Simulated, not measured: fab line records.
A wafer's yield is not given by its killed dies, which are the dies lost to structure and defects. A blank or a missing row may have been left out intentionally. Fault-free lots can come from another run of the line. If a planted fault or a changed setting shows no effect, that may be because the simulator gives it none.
The tool behind it: which one? | flow n5Finfet | 11 lots, 33 wafers sampled, at 1 step of a route of 1938

== WHAT THE GAUGES SHOWED, per wafer ==
N5_BEOL_M9_INSPECT_30: inspects for defects (brightfield).
lot  | measured     | on               | rawDefectCount
L365 | day 10 02:23 | defectInspect-01 | 281 493 440
L368 | day 10 05:24 | defectInspect-01 | 446 434 392
L367 | day 10 11:40 | defectInspect-01 | 345 539 386
L369 | day 11 00:36 | defectInspect-01 | 610 578 490
L371 | day 11 09:40 | defectInspect-01 | 334 284 334
L372 | day 11 17:17 | defectInspect-02 | 417 450 800
L381 | day 14 09:53 | defectInspect-02 | 490 584 567
L384 | day 14 13:36 | defectInspect-02 | 451 498 670
L383 | day 14 13:47 | defectInspect-01 | 431 423 498
L388 | day 15 14:55 | defectInspect-01 | 475 311 384
L382 | day 16 04:24 | defectInspect-01 | 391 331 294

== WHICH TOOL RAN EACH LOT (tool, then ch and the chambers of the sampled wafers, then the start) ==
No process step before these readings appears in the record.

== THE ANSWER, worked out from the rows above alone ==
Rule: usual is defined by the lots themselves. The widest of any qualifying gaps counts: lots, ordered by their means at a reading, are off when they make up no more than a third of the lots, leave a main group of 4 or more, and stand apart from it by 3 or more times the standard deviation of that group's means. Not used: any main group whose means are identical at the precision the tables above print for the reading. Also off: a lot with no number at a reading for which 4 or more lots have one. The other lots that the step has rows for count as sound.
Across all readings shown, no lot is off: no conclusion can be drawn from this.

== WHAT WAS PUT IN BY THE SIMULATOR ==
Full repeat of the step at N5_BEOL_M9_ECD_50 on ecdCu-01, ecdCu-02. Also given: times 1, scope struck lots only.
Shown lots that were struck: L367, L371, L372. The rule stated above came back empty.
